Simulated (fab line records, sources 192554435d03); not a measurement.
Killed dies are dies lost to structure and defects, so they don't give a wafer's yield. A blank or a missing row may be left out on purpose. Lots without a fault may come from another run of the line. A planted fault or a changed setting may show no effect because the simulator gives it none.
fab line records | flow n5_finfet
record lots=24 wafers=72 last_day=19
route steps=1938 shown WELL_APT@30 FIN_SAQP@96
lots that met no fault: from a run of the same line without faults
start_h: hours from the record's first day to the start of the lot's first wafer shown | wait_h: hours since the lot's step before | " the same as in the row above | L1.1+2: a row that stands for several wafers | - no value, or no start given | * or withheld: withheld | < > ~ a bound
route shown NAME@n: a module of which the file shows steps, and the number in the route of the first | usual: mean/standard deviation of fault-free wafers | same: alike in all rows | chamber/n: place in a boat | sites: the reading at each site | _std_site: their standard deviation | _edge_site: outer sites' mean less inner sites' | radius_mm: how far each site lies from the wafer's centre | mask NAME#n: copy n | behind: the tool/chamber that last shaped the wafer | hold: why the lot was held/for how many hours/how that ended | device: the transistor (n, p or np) that didn't switch | end of line: the same wafers' tests at the end of the route | a step without rows: its recipe alone | killed: dies lost to structure and defects at the first sort, not the wafer's yield | map: a wafer's dies, x killed, . not, _ none there
set.NAME: the setting as run; set.NAME@STEP: as run at that earlier step | model.NAME: the simulator's own value behind a step, which no gauge read
steps of the route over a sample of lots; a table a step, a row a wafer
services: from which hour (start_h, from the record's first day; less than 0 if before it) a tool's chamber was out of use, for how many hours, and why
## steps
# step N5_WELL_APT_INSPECT_10
# recipe mode=adi inspect_instrument=macro
# usual raw_defect_count=2.1/1.3
# columns lot.wafer tool chamber start_h wait_h raw_defect_count
L074.1 defect_inspect-02 - 13.87 0.0 3
L074.2 " - " " 2
L074.6 " - " " 2
L075.2 defect_inspect-01 - 19.79 0.0 0
L075.3 " - " " 2
L075.5 " - " " 2
L076.3 defect_inspect-02 - 25.97 0.0 4
L076.4 " - " " 1
L076.5 " - " " 2
L077.2 defect_inspect-01 - 31.79 0.0 1
L077.3 " - " " 1
L077.5 " - " " 3
L078.3 defect_inspect-01 - 37.74 0.0 3
L078.4 " - " " 2
L078.6 " - " " 4
L079.1 defect_inspect-01 - 44.06 0.0 0
L079.3 " - " " 1
L079.4 " - " " 1
L080.3 defect_inspect-02 - 49.74 0.0 1
L080.4 " - " " 0
L080.5 " - " " 3
L081.4 defect_inspect-02 - 56.14 0.0 3
L081.5 " - " " 2
L081.6 " - " " 3
L082.1 defect_inspect-02 - 61.70 0.0 4
L082.2 " - " " 2
L082.4 " - " " 3
L083.1 defect_inspect-01 - 68.20 0.0 1
L083.4 " - " " 2
L083.5 " - " " 2
L084.4 defect_inspect-02 - 74.03 0.0 1
L084.5 " - " " 0
L084.6 " - " " 2
L085.1 defect_inspect-01 - 79.76 0.0 0
L085.2 " - " " 2
L085.6 " - " " 6
L086.2 defect_inspect-02 - 85.78 0.0 1
L086.3 " - " " 2
L086.4 " - " " 1
L087.2 defect_inspect-01 - 91.74 0.0 2
L087.3 " - " " 3
L087.4 " - " " 4
L088.1 defect_inspect-02 - 97.86 0.0 0
L088.3 " - " " 4
L088.5 " - " " 3
L089.2 defect_inspect-01 - 103.63 0.0 1
L089.4 " - " " 1
L089.5 " - " " 6
L090.1 defect_inspect-02 - 110.07 0.0 0
L090.2 " - " " 2
L090.4 " - " " 2
L091.2 defect_inspect-01 - 115.67 0.0 3
L091.4 " - " " 3
L091.5 " - " " 5
L092.1 defect_inspect-01 - 121.96 0.0 1
L092.2 " - " " 1
L092.3 " - " " 2
L093.1 defect_inspect-01 - 127.82 0.0 3
L093.2 " - " " 4
L093.4 " - " " 0
L094.2 defect_inspect-01 - 133.90 0.0 1
L094.3 " - " " 1
L094.4 " - " " 3
L095.3 defect_inspect-02 - 140.24 0.0 3
L095.4 " - " " 2
L095.5 " - " " 3
L096.2 defect_inspect-02 - 145.63 0.0 2
L096.3 " - " " 0
L096.5 " - " " 3
L097.2 defect_inspect-01 - 151.86 0.0 3
L097.4 " - " " 2
L097.6 " - " " 3
# step N5_WELL_APT_DESCUM_30
# recipe chemistry=O2 time_s=7.9 source_power_w=50 bias_power_w=20 pressure_mtorr=20 rf_frequency_hz=2.712e+07 temp_c=40 o2_flow_sccm=225
# usual chamber_pressure_mTorr=19.996/0.021 drypump_motor_current_A=5.54/0.27 oes_product_au=0.75/0.081 rf_vpp_V=243.0/1.3 showerhead_plenum_p_Torr=2.08/0.074 throttle_valve_pct=20.37/0.19
# columns lot.wafer tool chamber start_h wait_h chamber_pressure_mTorr drypump_motor_current_A oes_product_au rf_hours_counter_h rf_vpp_V showerhead_plenum_p_Torr throttle_valve_pct
L074.1 rie_diel-01 0 15.17 0.0 19.999 5.32 0.75 142 244.0 2.17 20.26
L074.2 " 1 " " 19.978 5.64 0.73 166 242.7 2.00 20.36
L074.6 " 1 " " 19.985 5.62 0.73 - 241.6 2.00 20.32
L075.2 rie_diel-01 1 21.26 0.2 20.014 5.64 0.72 169 241.6 2.00 20.33
L075.3 " 2 " " 19.985 5.77 0.78 139 242.9 2.01 20.40
L075.5 " 3 " " 19.977 5.25 0.70 - 242.6 2.05 20.40
L076.3 rie_diel-01 0 27.25 0.0 20.000 5.33 0.75 147 244.5 2.17 20.29
L076.4 " 2 " " 20.018 5.77 0.77 141 241.9 2.00 20.40
L076.5 " 0 " " 19.978 5.33 0.76 - 245.2 2.17 20.27
L077.2 rie_diel-04 2 33.26 0.1 20.022 5.40 0.72 200 243.9 2.07 20.25
L077.3 " 0 " " 19.994 5.53 0.75 169 243.9 2.09 20.32
L077.5 " 1 " " 19.971 5.90 0.74 - 241.7 1.99 20.23
L078.3 rie_diel-01 3 38.91 0.0 20.029 5.23 0.68 234 242.3 2.04 20.41
L078.4 " 2 " " 20.013 5.77 0.76 145 241.4 2.00 20.45
L078.6 " 0 " " 20.001 5.33 0.75 - 245.6 2.17 20.27
L079.1 rie_diel-03 1 45.38 0.2 19.987 5.84 0.70 188 244.0 2.17 20.60
L079.3 " 2 " " 19.971 4.91 0.71 229 241.5 1.99 20.84
L079.4 " 0 " " 20.040 5.84 0.71 224 245.4 2.15 20.08
L080.3 rie_diel-03 0 51.53 0.0 19.976 5.82 0.71 227 242.7 2.15 20.06
L080.4 " 3 " " 19.989 5.43 0.96 7 242.8 2.17 20.54
L080.5 " 3 " " 19.953 5.45 0.96 - 243.5 2.17 20.55
L081.4 rie_diel-04 3 57.45 0.1 20.012 5.22 0.79 - 242.6 2.09 20.25
L081.5 " 2 " " 19.980 5.40 0.71 - 241.1 2.07 20.26
L081.6 " 1 " " 20.002 5.91 0.75 - 241.8 1.99 20.24
L082.1 rie_diel-01 2 63.58 0.0 19.979 5.76 0.76 157 241.4 2.00 20.43
L082.2 " 3 " " 19.976 5.23 0.69 245 243.1 2.04 20.43
L082.4 " 0 " " 20.015 5.34 0.75 - 244.4 2.17 20.29
L083.1 rie_diel-03 1 69.73 0.0 19.999 5.84 0.69 198 243.2 2.17 20.63
L083.4 " 2 " " 20.015 4.95 0.70 239 241.1 1.99 20.85
L083.5 " 1 " " 20.000 5.84 0.69 - 244.1 2.17 20.62
L084.4 rie_diel-03 2 75.32 0.1 20.010 4.93 0.69 241 242.3 1.99 20.88
L084.5 " 0 " " 19.996 5.85 0.70 - 243.8 2.15 20.09
L084.6 " 1 " " 20.002 5.83 0.68 - 245.3 2.17 20.60
L085.1 rie_diel-04 0 80.91 0.0 20.011 5.52 0.75 184 242.5 2.08 20.34
L085.2 " 2 " " 20.002 5.40 0.70 216 242.1 2.07 20.28
L085.6 " 2 " " 19.999 5.40 0.70 - 242.4 2.07 20.28
L086.2 rie_diel-01 0 87.12 0.2 19.994 5.34 0.73 171 244.1 2.16 20.32
L086.3 " 1 " " 19.978 5.63 0.70 186 241.7 2.00 20.36
L086.4 " 0 " " 20.001 5.33 0.73 - 245.1 2.16 20.33
L087.2 rie_diel-01 2 92.97 0.1 19.986 5.76 0.75 170 241.6 2.00 20.46
L087.3 " 0 " " 19.965 5.35 0.73 174 244.7 2.16 20.31
L087.4 " 2 " " 19.980 5.76 0.76 - 241.7 2.00 20.44
L088.1 rie_diel-04 1 99.02 0.0 20.011 5.90 0.74 182 241.9 1.99 20.27
L088.3 " 3 " " 19.977 5.21 0.77 146 242.8 2.09 20.26
L088.5 " 0 " " 19.989 5.53 0.75 - 243.8 2.08 20.37
L089.2 rie_diel-04 1 104.84 0.0 19.981 5.91 0.73 184 241.9 1.98 20.26
L089.4 " 2 " " 20.037 5.38 0.70 224 243.7 2.07 20.30
L089.5 " 3 " " 20.002 5.22 0.77 - 242.4 2.09 20.27
L090.1 rie_diel-03 0 111.27 0.1 19.993 5.84 0.69 250 243.3 2.14 20.10
L090.2 " 1 " " 19.986 5.86 0.68 214 243.5 2.16 20.63
L090.4 " 3 " " 19.983 5.43 0.90 - 243.8 2.16 20.57
L091.2 rie_diel-03 3 116.93 0.0 19.996 5.43 0.88 32 245.0 2.16 20.57
L091.4 " 3 " " 19.986 5.44 0.89 - 245.4 2.16 20.58
L091.5 " 1 " " 19.972 5.82 0.67 - 243.5 2.16 20.64
L092.1 rie_diel-04 1 123.34 0.0 19.949 5.91 0.73 190 242.4 1.98 20.27
L092.2 " 0 " " 19.979 5.53 0.73 198 243.2 2.08 20.35
L092.3 " 2 " " 20.017 5.39 0.70 230 243.2 2.06 20.30
L093.1 rie_diel-01 3 129.10 0.0 19.993 5.25 0.94 11 242.5 2.03 20.08
L093.2 " 2 " " 19.991 5.78 0.73 182 243.0 1.99 20.47
L093.4 " 1 " " 20.002 5.64 0.69 200 241.8 1.99 20.37
L094.2 rie_diel-01 2 135.13 0.0 20.008 5.76 0.73 184 240.8 1.99 20.48
L094.3 " 3 " " 19.996 5.27 0.93 13 242.9 2.03 20.07
L094.4 " 1 " " 19.986 5.64 0.69 - 242.4 1.99 20.40
L095.3 rie_diel-01 2 141.49 0.0 19.995 5.75 0.73 187 241.3 1.99 20.48
L095.4 " 1 " " 19.960 5.65 0.69 205 241.3 1.99 20.37
L095.5 " 0 " " 19.992 5.34 0.72 - 244.9 2.16 20.34
L096.2 rie_diel-03 3 146.92 0.0 19.994 5.42 0.87 43 242.5 2.16 20.58
L096.3 " 1 " " 19.990 5.84 0.66 227 243.8 2.16 20.66
L096.5 " 3 " " 20.010 5.43 0.86 - 244.3 2.16 20.60
L097.2 rie_diel-03 2 153.37 0.3 20.002 4.94 0.94 10 245.2 2.24 20.48
L097.4 " 1 " " 19.975 5.84 0.67 228 243.9 2.16 20.65
L097.6 " 1 " " 20.052 5.84 0.67 - 244.1 2.16 20.66
# step N5_FIN_SAQP_HM_DEP_03
# recipe material=SiNx target_thk_a=380 temp_c=400 precursor=SiH4/NH3/N2 pressure_torr=1.5 rf_w=300 time_s=33.6
# usual heater_power_w=825/84 showerhead_plenum_p_Torr=5.14/0.036 throttle_valve_pct=40.4/2.7
# columns lot.wafer tool chamber start_h wait_h heater_power_w showerhead_plenum_p_Torr throttle_valve_pct
L074.1 pecvd-03 0 20.82 0.2 690 5.10 39.0
L074.2 " 2 " " 862 5.18 41.7
L074.6 " 0 " " 722 5.10 39.1
L075.2 pecvd-01 0 27.53 0.2 829 5.12 37.9
L075.3 " 0 " " 851 5.10 37.9
L075.5 " 2 " " 932 5.15 38.0
L076.3 pecvd-03 0 34.33 0.2 728 5.10 39.2
L076.4 " 1 " " 890 5.15 42.8
L076.5 " 1 " " 883 5.16 42.8
L077.2 pecvd-02 2 39.03 0.2 705 5.09 39.9
L077.3 " 1 " " 722 5.14 38.7
L077.5 " 2 " " 684 5.08 40.1
L078.3 pecvd-01 1 45.14 0.1 817 5.20 45.2
L078.4 " 2 " " 897 5.15 38.4
L078.6 " 0 " " 843 5.10 38.1
L079.1 pecvd-01 1 51.09 0.2 878 5.19 45.1
L079.3 " 0 " " 793 5.12 38.3
L079.4 " 0 " " 810 5.10 38.3
L080.3 pecvd-03 2 57.70 0.1 912 5.17 37.9
L080.4 " 1 " " 939 5.16 42.8
L080.5 " 0 " " 737 5.09 39.5
L081.4 pecvd-01 0 63.39 0.1 824 5.10 38.3
L081.5 " 1 " " 794 5.20 44.9
L081.6 " 0 " " 836 5.11 38.2
L082.1 pecvd-01 0 69.43 0.2 886 5.11 38.1
L082.2 " 1 " " 875 5.19 45.4
L082.4 " 0 " " 868 5.11 38.2
L083.1 pecvd-01 0 76.62 0.2 752 5.11 38.5
L083.4 " 1 " " 885 5.19 44.9
L083.5 " 2 " " 927 5.14 38.2
L084.4 pecvd-01 2 81.87 0.2 922 5.14 38.5
L084.5 " 0 " " 788 5.11 38.1
L084.6 " 1 " " 890 5.20 45.5
L085.1 pecvd-01 0 87.60 0.2 822 5.10 38.2
L085.2 " 1 " " 855 5.21 45.2
L085.6 " 2 " " 923 5.15 38.3
L086.2 pecvd-03 2 92.61 0.2 841 5.17 38.3
L086.3 " 1 " " 911 5.15 42.8
L086.4 " 2 " " 855 5.15 38.4
L087.2 pecvd-03 1 100.08 0.2 891 5.16 42.4
L087.3 " 2 " " 875 5.18 38.0
L087.4 " 2 " " 913 5.17 38.0
L088.1 pecvd-02 1 104.66 0.2 779 5.13 38.9
L088.3 " 0 " " 624 5.11 40.3
L088.5 " 1 " " 785 5.12 39.0
L089.2 pecvd-01 2 110.30 0.2 960 5.14 38.2
L089.4 " 0 " " 759 5.11 38.6
L089.5 " 2 " " 979 5.15 38.4
L090.1 pecvd-03 1 116.76 0.2 887 5.14 42.9
L090.2 " 0 " " 602 5.10 39.4
L090.4 " 0 " " 599 5.09 39.5
L091.2 pecvd-01 1 122.56 0.2 835 5.20 45.2
L091.4 " 0 " " 724 5.11 38.2
L091.5 " 1 " " 846 5.19 45.3
L092.1 pecvd-01 2 128.71 0.2 941 5.14 38.4
L092.2 " 0 " " 858 5.11 38.3
L092.3 " 1 " " 894 5.20 45.1
L093.1 pecvd-03 1 134.93 0.2 948 5.15 42.5
L093.2 " 0 " " 706 5.09 39.7
L093.4 " 1 " " 779 5.14 42.7
L094.2 pecvd-01 0 140.69 0.2 869 5.10 38.5
L094.3 " 1 " " 843 5.19 45.1
L094.4 " 1 " " 842 5.19 44.8
L095.3 pecvd-02 0 147.32 0.1 645 5.11 40.7
L095.4 " 0 " " 681 5.11 40.6
L095.5 " 1 " " 772 5.13 39.0
L096.2 pecvd-01 0 152.73 0.2 731 5.11 38.3
L096.3 " 2 " " 857 5.15 39.0
L096.5 " 0 " " 751 5.11 38.1
L097.2 pecvd-01 2 159.42 0.2 860 5.14 38.8
L097.4 " 1 " " 803 5.21 45.1
L097.6 " 2 " " 853 5.15 38.6
# step N5_FIN_SAQP_THK_MEAS_07
# usual thk_nm=59.9/0.78
# columns lot.wafer tool chamber start_h wait_h thk_nm
L074.1 film_metro-02 - 21.11 0.1 60.4
L074.2 " - " " 59.0
L074.6 " - " " 59.7
L075.2 film_metro-01 - 27.92 0.1 59.2
L075.3 " - " " 60.3
L075.5 " - " " 60.6
L076.3 film_metro-01 - 34.63 0.1 60.0
L076.4 " - " " 61.5
L076.5 " - " " 60.5
L077.2 film_metro-01 - 39.39 0.1 58.6
L077.3 " - " " 60.7
L077.5 " - " " 59.8
L078.3 film_metro-02 - 45.44 0.1 58.9
L078.4 " - " " 59.4
L078.6 " - " " 60.2
L079.1 film_metro-02 - 51.38 0.1 58.1
L079.3 " - " " 59.2
L079.4 " - " " 59.6
L080.3 film_metro-02 - 58.00 0.1 58.3
L080.4 " - " " 60.3
L080.5 " - " " 61.2
L081.4 film_metro-02 - 63.68 0.0 61.1
L081.5 " - " " 61.0
L081.6 " - " " 60.2
L082.1 film_metro-01 - 69.72 0.1 59.5
L082.2 " - " " 58.9
L082.4 " - " " 59.6
L083.1 film_metro-02 - 76.91 0.1 60.7
L083.4 " - " " 62.0
L083.5 " - " " 61.1
L084.4 film_metro-02 - 82.14 0.0 60.1
L084.5 " - " " 60.2
L084.6 " - " " 60.6
L085.1 film_metro-01 - 87.90 0.1 59.5
L085.2 " - " " 60.0
L085.6 " - " " 60.3
L086.2 film_metro-02 - 92.90 0.1 59.8
L086.3 " - " " 59.4
L086.4 " - " " 61.1
L087.2 film_metro-01 - 100.38 0.1 59.7
L087.3 " - " " 59.0
L087.4 " - " " 61.4
L088.1 film_metro-02 - 104.95 0.1 59.9
L088.3 " - " " 60.9
L088.5 " - " " 60.7
L089.2 film_metro-02 - 110.59 0.1 60.4
L089.4 " - " " 60.2
L089.5 " - " " 59.6
L090.1 film_metro-02 - 117.05 0.1 60.1
L090.2 " - " " 59.3
L090.4 " - " " 60.2
L091.2 film_metro-02 - 122.85 0.1 60.0
L091.4 " - " " 59.4
L091.5 " - " " 59.8
L092.1 film_metro-02 - 129.00 0.1 59.2
L092.2 " - " " 59.5
L092.3 " - " " 60.0
L093.1 film_metro-01 - 135.22 0.1 59.0
L093.2 " - " " 60.5
L093.4 " - " " 59.9
L094.2 film_metro-01 - 140.98 0.1 58.5
L094.3 " - " " 59.7
L094.4 " - " " 59.9
L095.3 film_metro-02 - 147.62 0.1 59.6
L095.4 " - " " 60.8
L095.5 " - " " 60.3
L096.2 film_metro-01 - 153.02 0.1 59.6
L096.3 " - " " 59.5
L096.5 " - " " 60.6
L097.2 film_metro-01 - 159.71 0.1 60.2
L097.4 " - " " 61.8
L097.6 " - " " 60.5
# step N5_FIN_SAQP_HM_DEP_72
# recipe material=SiO2 target_thk_a=120 temp_c=400 precursor=SiH4/N2O pressure_torr=0.75 rf_w=275 time_s=7.2
# usual heater_power_w=808/97 showerhead_plenum_p_Torr=8.13/0.071
# columns lot.wafer tool chamber start_h wait_h heater_power_w showerhead_plenum_p_Torr
L074.1 pecvd-01 0 21.15 0.0 868 8.09
L074.2 " 1 " " 842 8.27
L074.6 " 1 " " 820 8.26
L075.2 pecvd-01 2 27.96 0.0 878 8.14
L075.3 " 0 " " 885 8.09
L075.5 " 2 " " 891 8.15
L076.3 pecvd-02 0 34.66 0.0 564 8.07
L076.4 " 0 " " 564 8.06
L076.5 " 2 " " 805 8.04
L077.2 pecvd-03 1 39.43 0.0 923 8.17
L077.3 " 0 " " 643 8.07
L077.5 " 1 " " 917 8.15
L078.3 pecvd-02 2 45.48 0.0 835 8.04
L078.4 " 0 " " 682 8.08
L078.6 " 2 " " 822 8.03
L079.1 pecvd-03 0 51.42 0.0 746 8.06
L079.3 " 1 " " 931 8.15
L079.4 " 0 " " 732 8.07
L080.3 pecvd-03 0 58.04 0.0 739 8.05
L080.4 " 0 " " 756 8.07
L080.5 " 2 " " 904 8.22
L081.4 pecvd-02 0 63.74 0.1 681 8.09
L081.5 " 1 " " 735 8.12
L081.6 " 2 " " 796 8.02
L082.1 pecvd-01 0 69.76 0.0 831 8.06
L082.2 " 1 " " 882 8.28
L082.4 " 1 " " 879 8.24
L083.1 pecvd-01 2 76.95 0.0 878 8.16
L083.4 " 2 " " 884 8.18
L083.5 " 0 " " 762 8.08
L084.4 pecvd-03 1 82.20 0.1 868 8.17
L084.5 " 0 " " 734 8.06
L084.6 " 2 " " 894 8.20
L085.1 pecvd-03 2 87.93 0.0 796 8.22
L085.2 " 0 " " 651 8.07
L085.6 " 2 " " 788 8.22
L086.2 pecvd-03 0 92.94 0.0 755 8.05
L086.3 " 1 " " 859 8.17
L086.4 " 2 " " 882 8.21
L087.2 pecvd-03 2 100.41 0.0 856 8.21
L087.3 " 0 " " 653 8.07
L087.4 " 0 " " 658 8.05
L088.1 pecvd-01 1 104.99 0.0 833 8.26
L088.3 " 0 " " 862 8.09
L088.5 " 1 " " 852 8.27
L089.2 pecvd-03 1 110.63 0.0 924 8.19
L089.4 " 2 " " 893 8.22
L089.5 " 0 " " 704 8.05
L090.1 pecvd-03 0 117.09 0.0 638 8.05
L090.2 " 1 " " 819 8.18
L090.4 " 1 " " 828 8.16
L091.2 pecvd-03 1 122.89 0.0 905 8.18
L091.4 " 0 " " 646 8.05
L091.5 " 1 " " 903 8.18
L092.1 pecvd-03 0 129.04 0.0 666 8.05
L092.2 " 2 " " 949 8.20
L092.3 " 1 " " 927 8.20
L093.1 pecvd-02 1 135.26 0.0 642 8.10
L093.2 " 0 " " 681 8.06
L093.4 " 2 " " 763 8.05
L094.2 pecvd-03 0 141.02 0.0 728 8.05
L094.3 " 1 " " 828 8.17
L094.4 " 0 " " 736 8.05
L095.3 pecvd-01 2 147.65 0.0 955 8.16
L095.4 " 1 " " 910 8.29
L095.5 " 2 " " 968 8.18
L096.2 pecvd-02 0 153.06 0.0 649 8.07
L096.3 " 2 " " 758 8.04
L096.5 " 2 " " 754 8.03
L097.2 pecvd-03 1 159.75 0.0 879 8.16
L097.4 " 0 " " 639 8.05
L097.6 " 2 " " 781 8.21
# step N5_FIN_SAQP_ETCH_34
# recipe chemistry=C4F6/O2 target=SiO2 target_depth_a=450 time_s=15 ion_energy_ev=250 pressure_mtorr=30 source_w=345 bias_w=185 Ar_flow_sccm=300 C4F6_flow_sccm=10 O2_flow_sccm=10 ends=cleared
# usual chamber_pressure_mTorr=30.006/0.028 drypump_motor_current_A=5.5/0.31 etch_rf_on_time_s=15.1/0.32 oes_f_703_au=0.76/0.089 oes_product_au=0.64/0.074 rf_vpp_V=655/11 showerhead_plenum_p_Torr=2.84/0.091 throttle_valve_pct=21.04/0.25
# columns lot.wafer tool chamber start_h wait_h chamber_pressure_mTorr drypump_motor_current_A etch_rf_on_time_s oes_f_703_au oes_product_au rf_hours_counter_h rf_vpp_V showerhead_plenum_p_Torr throttle_valve_pct
L074.1 rie_diel-03 2 26.45 0.0 30.031 5.0 14.9 0.75 0.61 220 638 2.72 21.48
L074.2 " 0 " " 30.023 5.8 15.5 0.69 0.60 217 665 2.93 20.75
L074.6 " 1 " " 29.949 5.8 15.1 0.74 0.61 - 656 2.98 21.35
L075.2 rie_diel-01 0 34.38 0.0 30.025 5.4 15.6 0.74 0.63 149 665 2.95 20.94
L075.3 " 1 " " 30.042 5.6 15.2 0.71 0.61 174 673 2.72 20.90
L075.5 " 3 " " 30.011 5.2 15.1 0.71 0.60 - 648 2.78 21.03
L076.3 rie_diel-03 1 39.37 0.0 30.016 5.8 14.9 0.74 0.61 186 658 2.97 21.34
L076.4 " 3 " " 29.936 5.4 14.6 1.00 0.84 2 636 2.89 20.85
L076.5 " 0 " " 30.036 5.8 15.5 0.68 0.60 - 664 2.93 20.72
L077.2 rie_diel-01 3 44.37 0.0 29.997 5.3 15.1 0.71 0.59 236 647 2.78 21.04
L077.3 " 1 " " 30.027 5.6 15.1 0.72 0.61 177 673 2.72 20.92
L077.5 " 1 " " 29.972 5.6 15.2 0.71 0.61 - 674 2.72 20.91
L078.3 rie_diel-03 0 51.26 0.0 30.002 5.8 15.6 0.68 0.59 227 664 2.93 20.74
L078.4 " 2 " " 29.992 4.9 14.9 0.74 0.60 232 640 2.72 21.52
L078.6 " 1 " " 30.014 5.8 15.0 0.73 0.60 - 658 2.97 21.38
L079.1 rie_diel-03 0 56.66 0.0 30.006 5.8 15.7 0.68 0.59 229 664 2.93 20.74
L079.3 " 3 " " 30.014 5.4 14.6 0.98 0.81 8 636 2.89 20.88
L079.4 " 1 " " 30.013 5.8 15.0 0.73 0.60 193 658 2.97 21.36
L080.3 rie_diel-03 1 63.30 0.0 30.039 5.8 14.8 0.73 0.61 196 657 2.97 21.38
L080.4 " 3 " " 30.015 5.4 14.4 0.97 0.80 10 635 2.88 20.88
L080.5 " 2 " " 30.027 4.9 14.9 0.74 0.59 - 639 2.72 21.51
L081.4 rie_diel-03 3 68.73 0.0 30.024 5.4 14.6 0.95 0.79 13 635 2.88 20.89
L081.5 " 2 " " 29.997 4.9 14.8 0.73 0.60 - 640 2.72 21.52
L081.6 " 3 " " 29.994 5.4 14.5 0.95 0.80 - 636 2.88 20.89
L082.1 rie_diel-04 3 74.36 0.0 30.043 5.2 14.7 0.77 0.67 136 664 2.84 20.88
L082.2 " 2 " " 30.006 5.4 14.9 0.71 0.60 214 661 2.81 20.87
L082.4 " 1 " " 30.036 5.9 14.7 0.75 0.64 174 666 2.74 21.06
L083.1 rie_diel-03 0 83.52 0.0 30.008 5.9 15.8 0.68 0.58 239 663 2.92 20.77
L083.4 " 1 " " 30.002 5.9 15.0 0.72 0.60 202 658 2.97 21.39
L083.5 " 3 " " 30.033 5.4 14.6 0.94 0.79 - 636 2.88 20.89
L084.4 rie_diel-04 0 87.09 0.0 29.982 5.5 15.5 0.73 0.62 187 651 2.84 20.98
L084.5 " 0 " " 29.978 5.5 15.4 0.73 0.63 - 650 2.84 20.99
L084.6 " 3 " " 30.007 5.2 15.0 0.77 0.65 - 663 2.83 20.89
L085.1 rie_diel-03 2 92.42 0.0 30.004 5.0 14.8 0.73 0.59 247 638 2.71 21.53
L085.2 " 0 " " 29.997 5.8 15.6 0.68 0.58 243 664 2.92 20.77
L085.6 " 1 " " 29.995 5.9 15.0 0.72 0.59 - 657 2.96 21.40
L086.2 rie_diel-04 1 100.00 0.0 30.007 5.9 15.0 0.74 0.63 182 665 2.74 21.06
L086.3 " 3 " " 30.013 5.2 15.0 0.76 0.66 146 665 2.83 20.89
L086.4 " 0 " " 30.019 5.5 15.3 0.73 0.62 191 651 2.84 20.99
L087.2 rie_diel-03 1 104.85 0.0 29.988 5.8 15.0 0.72 0.59 211 658 2.96 21.40
L087.3 " 0 " " 30.030 5.8 15.7 0.68 0.58 247 664 2.92 20.77
L087.4 " 1 " " 29.974 5.8 15.1 0.72 0.59 - 657 2.96 21.39
L088.1 rie_diel-01 1 109.44 0.0 29.970 5.6 15.4 0.71 0.60 193 674 2.71 20.92
L088.3 " 2 " " 29.969 5.8 15.2 0.74 0.64 176 658 2.73 21.14
L088.5 " 3 " " 30.023 5.2 14.7 0.96 0.82 - 648 2.77 20.71
L089.2 rie_diel-04 1 114.86 0.0 30.005 5.9 14.9 0.74 0.62 187 665 2.74 21.09
L089.4 " 2 " " 30.009 5.4 15.1 0.70 0.59 227 661 2.80 20.88
L089.5 " 0 " " 29.940 5.5 15.3 0.73 0.62 - 650 2.83 21.00
L090.1 rie_diel-03 3 122.88 0.0 29.993 5.4 14.7 0.90 0.76 34 637 2.87 20.91
L090.2 " 1 " " 29.965 5.8 15.2 0.71 0.58 218 656 2.96 21.40
L090.4 " 3 " " 30.017 5.4 14.8 0.91 0.75 - 636 2.87 20.90
L091.2 rie_diel-04 0 127.13 0.0 29.981 5.5 15.4 0.73 0.62 199 649 2.83 21.00
L091.4 " 1 " " 29.980 5.9 15.1 0.73 0.62 190 666 2.73 21.09
L091.5 " 0 " " 30.019 5.5 15.4 0.73 0.61 - 649 2.83 21.01
L092.1 rie_diel-01 3 134.04 0.0 30.013 5.3 14.8 0.94 0.79 12 647 2.77 20.72
L092.2 " 1 " " 30.041 5.7 15.3 0.70 0.59 202 674 2.71 20.94
L092.3 " 2 " " 30.056 5.8 15.4 0.74 0.63 184 660 2.72 21.16
L093.1 rie_diel-04 1 140.34 0.0 30.037 5.9 15.0 0.73 0.62 195 665 2.73 21.10
L093.2 " 3 " " 29.998 5.2 15.0 0.76 0.64 158 664 2.83 20.89
L093.4 " 0 " " 30.035 5.5 15.4 0.72 0.61 203 651 2.83 21.01
L094.2 rie_diel-03 3 145.55 0.0 29.986 5.5 14.8 0.90 0.74 43 636 2.87 20.92
L094.3 " 1 " " 29.964 5.8 15.2 0.71 0.58 227 658 2.95 21.41
L094.4 " 2 " " 30.028 4.9 14.7 0.99 0.81 - 649 3.05 21.17
L095.3 rie_diel-04 0 152.86 0.0 30.023 5.5 15.3 0.72 0.61 207 650 2.83 21.03
L095.4 " 1 " " 30.031 5.9 15.0 0.73 0.61 198 664 2.73 21.10
L095.5 " 3 " " 30.042 5.2 15.1 0.75 0.64 - 663 2.82 20.89
L096.2 rie_diel-03 3 158.05 0.0 29.955 5.4 14.7 0.88 0.74 47 634 2.87 20.93
L096.3 " 0 " " 29.969 5.8 14.7 0.90 0.82 3 663 2.91 20.50
L096.5 " 0 " " 30.007 5.8 14.8 0.91 0.83 - 665 2.91 20.48
L097.2 rie_diel-04 1 164.16 0.0 30.013 5.9 15.1 0.73 0.61 202 666 2.73 21.10
L097.4 " 2 " " 30.021 5.4 15.2 0.69 0.59 243 661 2.80 20.90
L097.6 " 0 " " 30.029 5.5 15.4 0.72 0.61 - 652 2.83 21.03
## services
# columns tool chamber start_h hours kind
rie_diel-01 0 -5.44 1.3 repair
pecvd-01 0 -2.74 5.5 scheduled_down
rie_diel-03 - -0.06 2.0 repair
pecvd-03 0 15.37 4.8 repair
rie_diel-03 0 17.95 3.1 repair
rie_diel-03 3 21.08 - clean
pecvd-01 1 25.92 5.0 repair
rie_diel-04 3 31.04 2.3 repair
pecvd-01 1 37.37 6.6 repair
rie_diel-01 - 37.50 1.2 repair
rie_diel-04 - 48.86 2.8 pm
rie_diel-04 0 55.90 3.5 repair
pecvd-01 - 56.20 2.8 pm
rie_diel-01 - 59.04 2.4 repair
pecvd-01 - 60.20 1.2 repair
pecvd-02 - 64.56 33.2 repair
rie_diel-01 3 71.90 8.0 repair
pecvd-03 - 79.11 2.8 pm
rie_diel-01 1 97.91 3.7 repair
pecvd-03 - 105.77 0.7 repair
rie_diel-01 0 130.07 9.3 repair
pecvd-03 - 130.46 0.9 repair
rie_diel-01 - 130.59 0.9 repair
rie_diel-03 - 149.57 2.8 pm
## key
fault none
